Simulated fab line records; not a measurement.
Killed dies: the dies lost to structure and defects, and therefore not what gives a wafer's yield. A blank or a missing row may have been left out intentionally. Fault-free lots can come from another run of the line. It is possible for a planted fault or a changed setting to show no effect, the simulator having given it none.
Matching of chambers :: flow nand harc :: NHARC_A_CHANNEL_FILL_D2_ETCHBACK_20 on rie diel-05: 4 sister chambers
The step etches the open film in C4F8/O2/Ar, target depth 27 nm, time 13.5 s. 27 wafers are shown with their chamber, then 12 later ones without.

## WAFERS WITH THEIR CHAMBER
wafer: L075.1
chamber: 2
rf vpp V (V): 980
oes product au (a.u.): 0.964

wafer: L075.2
chamber: 0
rf vpp V (V): 987
oes product au (a.u.): 0.965

wafer: L075.4
chamber: 3
rf vpp V (V): 970
oes product au (a.u.): 0.963

wafer: L076.1
chamber: 0
rf vpp V (V): 988
oes product au (a.u.): 0.998

wafer: L076.4
chamber: 2
rf vpp V (V): 979
oes product au (a.u.): 0.999

wafer: L076.5
chamber: 3
rf vpp V (V): 970
oes product au (a.u.): 1.007

wafer: L078.3
chamber: 1
rf vpp V (V): 983
oes product au (a.u.): 0.936

wafer: L078.5
chamber: 2
rf vpp V (V): 978
oes product au (a.u.): 0.926

wafer: L078.6
chamber: 3
rf vpp V (V): 969
oes product au (a.u.): 0.935

wafer: L079.1
chamber: 3
rf vpp V (V): 969
oes product au (a.u.): 0.997

wafer: L079.2
chamber: 1
rf vpp V (V): 983
oes product au (a.u.): 0.997

wafer: L079.6
chamber: 1
rf vpp V (V): 983
oes product au (a.u.): 0.996

wafer: L081.3
chamber: 1
rf vpp V (V): 984
oes product au (a.u.): 0.996

wafer: L081.4
chamber: 3
rf vpp V (V): 971
oes product au (a.u.): 1.000

wafer: L081.5
chamber: 0
rf vpp V (V): 987
oes product au (a.u.): 0.988

wafer: L083.1
chamber: 3
rf vpp V (V): 969
oes product au (a.u.): 0.998

wafer: L083.5
chamber: 3
rf vpp V (V): 970
oes product au (a.u.): 1.007

wafer: L083.6
chamber: 1
rf vpp V (V): 983
oes product au (a.u.): 0.989

wafer: L086.1
chamber: 3
rf vpp V (V): 969
oes product au (a.u.): 1.011

wafer: L086.2
chamber: 1
rf vpp V (V): 982
oes product au (a.u.): 0.997

wafer: L086.4
chamber: 2
rf vpp V (V): 980
oes product au (a.u.): 0.997

wafer: L089.1
chamber: 0
rf vpp V (V): 988
oes product au (a.u.): 0.997

wafer: L089.2
chamber: 2
rf vpp V (V): 977
oes product au (a.u.): 0.993

wafer: L089.6
chamber: 3
rf vpp V (V): 971
oes product au (a.u.): 1.014

wafer: L090.2
chamber: 3
rf vpp V (V): 970
oes product au (a.u.): 1.005

wafer: L090.4
chamber: 0
rf vpp V (V): 986
oes product au (a.u.): 1.009

wafer: L090.6
chamber: 3
rf vpp V (V): 971
oes product au (a.u.): 1.009

SIGNATURES (averages over the wafers above)
reading: rf vpp V
chamber 0: 987.20
chamber 1: 983.00
chamber 2: 978.80
chamber 3: 969.91
scatter within a chamber: 0.897

reading: oes product au
chamber 0: 0.99140
chamber 1: 0.98517
chamber 2: 0.97580
chamber 3: 0.99509
scatter within a chamber: 0.0245
Rule: for each reading, subtract the chamber's mean from the wafer's reading, divide by that reading's scatter and square the result; add these up over the readings and take the root, which gives the wafer's distance from the chamber. If the next closest chamber is less than 2 further off than the closest, the wafer can't be placed; otherwise it belongs to the closest. The scatter: take each reading less its chamber's mean, square it, sum over the shown wafers, divide by the number of wafers less the number of chambers, and take the root.

## WAFERS WITH NO CHAMBER GIVEN
wafer: L094.2
rf vpp V (V): 979
oes product au (a.u.): 1.008

wafer: L094.3
rf vpp V (V): 970
oes product au (a.u.): 1.014

wafer: L094.4
rf vpp V (V): 986
oes product au (a.u.): 1.015

wafer: L095.1
rf vpp V (V): 987
oes product au (a.u.): 0.926

wafer: L095.2
rf vpp V (V): 984
oes product au (a.u.): 0.934

wafer: L095.3
rf vpp V (V): 971
oes product au (a.u.): 0.938

wafer: L096.1
rf vpp V (V): 979
oes product au (a.u.): 0.995

wafer: L096.2
rf vpp V (V): 970
oes product au (a.u.): 1.018

wafer: L096.5
rf vpp V (V): 984
oes product au (a.u.): 1.007

wafer: L097.2
rf vpp V (V): 987
oes product au (a.u.): 0.963

wafer: L097.4
rf vpp V (V): 969
oes product au (a.u.): 0.967

wafer: L097.6
rf vpp V (V): 988
oes product au (a.u.): 0.974

## CHAMBER TAKEN BY EACH
wafer: L094.2
from the rows above: 2
in truth: 2

wafer: L094.3
from the rows above: 3
in truth: 3

wafer: L094.4
from the rows above: can't be placed: 0 or 1
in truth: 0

wafer: L095.1
from the rows above: 0
in truth: 0

wafer: L095.2
from the rows above: can't be placed: 1 or 0
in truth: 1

wafer: L095.3
from the rows above: 3
in truth: 3

wafer: L096.1
from the rows above: 2
in truth: 2

wafer: L096.2
from the rows above: 3
in truth: 3

wafer: L096.5
from the rows above: 1
in truth: 1

wafer: L097.2
from the rows above: 0
in truth: 0

wafer: L097.4
from the rows above: 3
in truth: 3

wafer: L097.6
from the rows above: 0
in truth: 0
10 of 12 placed correctly. These rows do not allow placing 2 (true chamber among the candidates in 2). 0 placed wrongly.
